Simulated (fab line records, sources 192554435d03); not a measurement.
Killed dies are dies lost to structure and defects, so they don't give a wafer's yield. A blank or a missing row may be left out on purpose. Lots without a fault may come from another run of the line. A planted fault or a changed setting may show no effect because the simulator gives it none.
A struck lot beside a sound one | flow n5_finfet | 37 steps out of a route of 1938
Sound: wafers L359.1, L359.3, L359.5. Struck: wafer L367.4. (L367.2 of the same lot was not struck and is left out.) The cause comes at the end.
At each step with rows: each side's tool, then ch and its chambers, then its first start. Under that, the readings that differ: sound wafers | struck wafers | difference of the means | sigmas: that difference in standard deviations of wafers without a fault.
alike: readings whose means differ by less than 2 such deviations, and words and numbers that are the same on both sides. not compared: withheld readings, readings that some wafer has no value for, bounds like >300 that may hide the same value, and numbers for which the record gives no deviation and whose values overlap.
The two part at a step that has a row with sigmas, a row that says differs or no value, or rows on one side only. Numbers that don't overlap but have no deviation are shown without sigmas and don't part them. A reading that every wafer of one side lacks parts them only if that side has two wafers or more.

first, 10 steps without rows for these wafers: N5_BEOL_M8_ILD_DEP_00 (deposits SiCOH lowk from DEMS/porogen, target thk 179.75 nm, time 33.4 s); N5_BEOL_M8_CURE_74 (cures SiCOH lowk, time 240 s); N5_BEOL_M8_PECVD_70 (deposits SiO2 from TEOS/O2, target thk 20 nm, time 22.7 s); N5_BEOL_M8_HM_DEP_02 (deposits TiN, target thk 20 nm); N5_BEOL_M8_COAT_59 (time 60 s, resist thk 100 nm); N5_BEOL_M8_COAT_60 (time 60 s, resist thk 35 nm); N5_BEOL_M8_COAT_05 (resist thk 90 nm); N5_BEOL_M8_EBR_07; N5_BEOL_M8_SOFTBAKE_06 (time 60 s); N5_BEOL_M8_EXPOSE_08 (exposes mask M8).
N5_BEOL_M8_PEB_09: peb time 60 s.
  sound on litho_track-02 ch 0, day 12 04:54; struck on litho_track-05 ch 0, day 14 12:08
then, 1 step without rows for these wafers: N5_BEOL_M8_DEVELOP_10 (develop time 30 s).
N5_BEOL_M8_CD_MEAS_11: target cd 38.5 nm.
  sound on cd_sem-02 ch 0, day 12 04:58; struck on cd_sem-02 ch 0, day 14 12:11
  reading    | sound          | struck | difference | sigmas
  cd_nm (nm) | 37.8 38.3 39.0 | 42.2   | +3.8       | +6
then, 1 step without rows for these wafers: N5_BEOL_M8_DESCUM_16 (chemistry O2, time 7.9 s).
N5_BEOL_M8_ETCH_61: etches SiARC in CF4, target depth 45.5 nm, time 75.8 s.
  sound on rie_diel-06 ch 0,3, day 12 05:26; struck on rie_diel-01 ch 2, day 14 12:33
  reading                         | sound        | struck | difference | sigmas
  model.BEOL_M8.cd_offset_nm (nm) | -0.4 0.6 0.6 | 3.8    | +3.5       |
  alike: drypump_motor_current_A, etch_rf_on_time_s, mfc_ar_sccm, oes_product_au, rf_vpp_V, showerhead_plenum_p_Torr, throttle_valve_pct
  not compared: rf_hours_counter_h
then, 3 steps without rows for these wafers: N5_BEOL_M8_ETCH_62 (etches SOC in N2/H2, target depth 110 nm, overetch 22 nm, time 165 s); N5_BEOL_M8_STRIP_68 (strips in N2/H2); N5_BEOL_M8_STRIP_67 (strips in CF4).
N5_BEOL_M8_HM_OPEN_17: chemistry Cl2/BCl3, target TiN, target depth 20 nm, overetch 6 nm.
  sound on rie_metal-02 ch 0,1, day 12 05:41; struck on rie_metal-01 ch 0, day 14 12:48
  reading                         | sound             | struck | difference | sigmas
  drypump_motor_current_A (A)     | 6.4 6.0 6.0       | 5.0    | -1.1       | -2
  mfc_ar_sccm (sccm)              | 25.01 25.09 25.06 | 24.85  | -0.20      | -3
  model.BEOL_M8.cd_offset_nm (nm) | -0.2 0.2 0.8      | 4      | +4         |
  alike: oes_ar_750_au, oes_product_au, throttle_valve_pct
  not compared: rf_hours_counter_h
then, 1 step without rows for these wafers: N5_BEOL_M8_STRIP_19 (strips in O2).
N5_BEOL_M8_CD_MEAS_18: pitch 80 nm, target cd 40 nm.
  sound on cd_sem-03, day 12 05:55; struck on cd_sem-02, day 14 12:59
  reading    | sound          | struck | difference | sigmas
  cd_nm (nm) | 39.8 40.1 40.7 | 44.2   | +4.0       | +6
then, 14 steps without rows for these wafers: N5_BEOL_M8_COAT_63 (time 60 s, resist thk 60 nm); N5_BEOL_M8_COAT_64 (time 60 s, resist thk 12 nm); N5_BEOL_M8_COAT_71 (time 60 s, resist thk 5 nm); N5_BEOL_M8_COAT_22 (resist thk 30 nm); N5_BEOL_M8_EBR_24; N5_BEOL_M8_SOFTBAKE_23 (time 60 s); N5_BEOL_M8_EXPOSE_25 (exposes mask V7, target cd 40 nm); N5_BEOL_M8_PEB_26 (peb time 60 s); N5_BEOL_M8_DEVELOP_27 (develop time 30 s); N5_BEOL_M8_DESCUM_33 (chemistry O2, time 7 s); N5_BEOL_M8_ETCH_72 (etches underlayer in N2/H2, target depth 6.5 nm, time 5.2 s); N5_BEOL_M8_ETCH_65 (etches SiARC in CF4, target depth 15.6 nm, time 26 s); N5_BEOL_M8_ETCH_66 (etches SOC in N2/H2, target depth 80 nm, overetch 16 nm, time 120 s); N5_BEOL_M8_STRIP_69 (strips in N2/H2).
-- the record jumps here: 3 days lie between the struck wafers' starts before and after (it left off in module BEOL_M8 and takes up again in module BEOL_M15, whose first step shown is number 1830 of the route) --
N5_BEOL_M15_RC_MEAS_101:
  sound on prober-02 ch 0, day 14 13:47; struck on prober-01 ch 0, day 17 06:54
  reading                   | sound                      | struck   | difference | sigmas
  COMB_M13_max_site (S/m)   | 8.1e-12 6e-12 4.7e-12      | 9.8e-12  | +3.5e-12   | +2
  COMB_M15 (S/m)            | 2e-12 3.4e-12 2.1e-12      | 1e-12    | -1e-12     | -3
  COMB_M9 (S/m)             | 1.73e-11 1.85e-11 2.48e-11 | 1.31e-11 | -7.10e-12  | -3
  SERP_M12 (ohm/um)         | 0.688 0.675 0.633          | 0.611    | -0.054     | -2
  SERP_M8 (ohm/um)          | 13.9 13.9 13.2             | 10.7     | -3.0       | -5
  SERP_M8_max_site (ohm/um) | 14.6 14.5 13.7             | 11.0     | -3.3       | -5
  alike: etest_temp_c, COMB_M10, COMB_M11, COMB_M12, COMB_M13, COMB_M14, COMB_M15_max_site, COMB_M5, COMB_M6, COMB_M7, COMB_M8, SERP_M10, SERP_M11, SERP_M13, SERP_M14, SERP_M5, SERP_M6, SERP_M7, SERP_M9
N5_PASSIVATION_PROBE_49:
  the record has rows for the struck wafers here (prober-02, day 17 21:38) and none for the sound ones

WHERE THEY PART
First at N5_BEOL_M8_CD_MEAS_11; last, within this record, at N5_PASSIVATION_PROBE_49.

WHY: what the simulator had put in
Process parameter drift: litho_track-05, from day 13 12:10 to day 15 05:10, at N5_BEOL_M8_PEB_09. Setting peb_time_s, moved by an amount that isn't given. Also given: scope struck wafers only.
